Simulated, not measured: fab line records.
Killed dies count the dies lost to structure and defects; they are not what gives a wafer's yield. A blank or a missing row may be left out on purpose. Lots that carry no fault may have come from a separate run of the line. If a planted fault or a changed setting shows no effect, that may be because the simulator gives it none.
Which tool is to blame? || flow nand_harc || Sampling: 6 lots, 18 wafers, 5 of 1302 route steps

== WHAT EACH GAUGE READ, for each wafer ==
NHARC_END_SORT_01.
{"lot": "L765", "measured": "day 25 15:18", "on": "prober-02", "defect_limited_yield (%)": "95.1 95.6 94.7"}
{"lot": "L770", "measured": "day 27 03:37", "on": "prober-02", "defect_limited_yield (%)": "87.7 87.1 90.3"}
{"lot": "L773", "measured": "day 28 15:35", "on": "prober-02", "defect_limited_yield (%)": "93.1 92.5 94.1"}
{"lot": "L776", "measured": "day 30 13:27", "on": "prober-02", "defect_limited_yield (%)": "91.4 92.2 91.7"}
{"lot": "L780", "measured": "day 32 10:42", "on": "prober-01", "defect_limited_yield (%)": "94.1 96.3 95.6"}
{"lot": "L786", "measured": "day 33 19:35", "on": "prober-02", "defect_limited_yield (%)": "93.6 92.3 93.4"}

== TOOL THAT RAN EACH LOT (tool first, then ch and the chambers of the sampled wafers, then the start) ==
{"lot": "L765", "NHARC_P_M1_ETCH_28": "rie_diel-11 ch 1,2, day 7 03:08", "NHARC_P_M1_PRE_CLEAN_30": "pvd_sputter-02, day 7 04:19 or earlier", "NHARC_P_M1_PVD_20": "pvd_sputter-02, day 7 04:19 or earlier", "NHARC_P_M1_ANNEAL_31": "rtp_anneal-02 ch 0, day 7 04:19"}
{"lot": "L770", "NHARC_P_M1_ETCH_28": "rie_diel-10 ch 0,2,3, day 9 08:55", "NHARC_P_M1_PRE_CLEAN_30": "pvd_sputter-02, day 9 10:03 or earlier", "NHARC_P_M1_PVD_20": "pvd_sputter-02, day 9 10:03 or earlier", "NHARC_P_M1_ANNEAL_31": "rtp_anneal-02 ch 0, day 9 10:03"}
{"lot": "L773", "NHARC_P_M1_ETCH_28": "rie_diel-11 ch 0,2,3, day 10 10:38", "NHARC_P_M1_PRE_CLEAN_30": "pvd_sputter-02, day 10 11:50 or earlier", "NHARC_P_M1_PVD_20": "pvd_sputter-02, day 10 11:50 or earlier", "NHARC_P_M1_ANNEAL_31": "rtp_anneal-02 ch 0, day 10 11:50"}
{"lot": "L776", "NHARC_P_M1_ETCH_28": "rie_diel-11 ch 0,1,3, day 12 04:52", "NHARC_P_M1_PRE_CLEAN_30": "pvd_sputter-01, day 12 06:05 or earlier", "NHARC_P_M1_PVD_20": "pvd_sputter-01, day 12 06:05 or earlier", "NHARC_P_M1_ANNEAL_31": "rtp_anneal-01 ch 0, day 12 06:05"}
{"lot": "L780", "NHARC_P_M1_ETCH_28": "rie_diel-11 ch 0,3, day 13 04:20", "NHARC_P_M1_PRE_CLEAN_30": "pvd_sputter-03, day 13 05:30 or earlier", "NHARC_P_M1_PVD_20": "pvd_sputter-03, day 13 05:30 or earlier", "NHARC_P_M1_ANNEAL_31": "rtp_anneal-02 ch 0, day 13 05:30"}
{"lot": "L786", "NHARC_P_M1_ETCH_28": "rie_diel-10 ch 0,1,3, day 15 22:10", "NHARC_P_M1_PRE_CLEAN_30": "pvd_sputter-02, day 15 23:18 or earlier", "NHARC_P_M1_PVD_20": "pvd_sputter-02, day 15 23:18 or earlier", "NHARC_P_M1_ANNEAL_31": "rtp_anneal-02 ch 0, day 15 23:18"}
- NHARC_P_M1_ETCH_28: etches the open film in CF4/N2, target depth 30 nm, time 72.99 s.
- NHARC_P_M1_PRE_CLEAN_30: time 30 s.
- NHARC_P_M1_PVD_20: deposits TaN, target thk 5 nm, time 8.06 s.
- NHARC_P_M1_ANNEAL_31: time 90 s.

== THE ANSWER, worked out from the rows above alone ==
Rule: usual is defined by the lots themselves. Put in order of their means at a reading, lots are off if they are a third of the lots or fewer, leave a main group of 4 or more, and stand apart from it by a gap of 3 or more times the standard deviation of the main group's means; of several such gaps the widest counts. A main group whose means are all the same, to the digits that the tables above print for the reading, isn't used. Also off: a lot with no number at a reading for which 4 or more lots have one. Any other lot the step has rows for is counted as sound.
No lot is off on any of the readings shown, so nothing can be concluded from this.

== WHAT WAS PUT IN BY THE SIMULATOR ==
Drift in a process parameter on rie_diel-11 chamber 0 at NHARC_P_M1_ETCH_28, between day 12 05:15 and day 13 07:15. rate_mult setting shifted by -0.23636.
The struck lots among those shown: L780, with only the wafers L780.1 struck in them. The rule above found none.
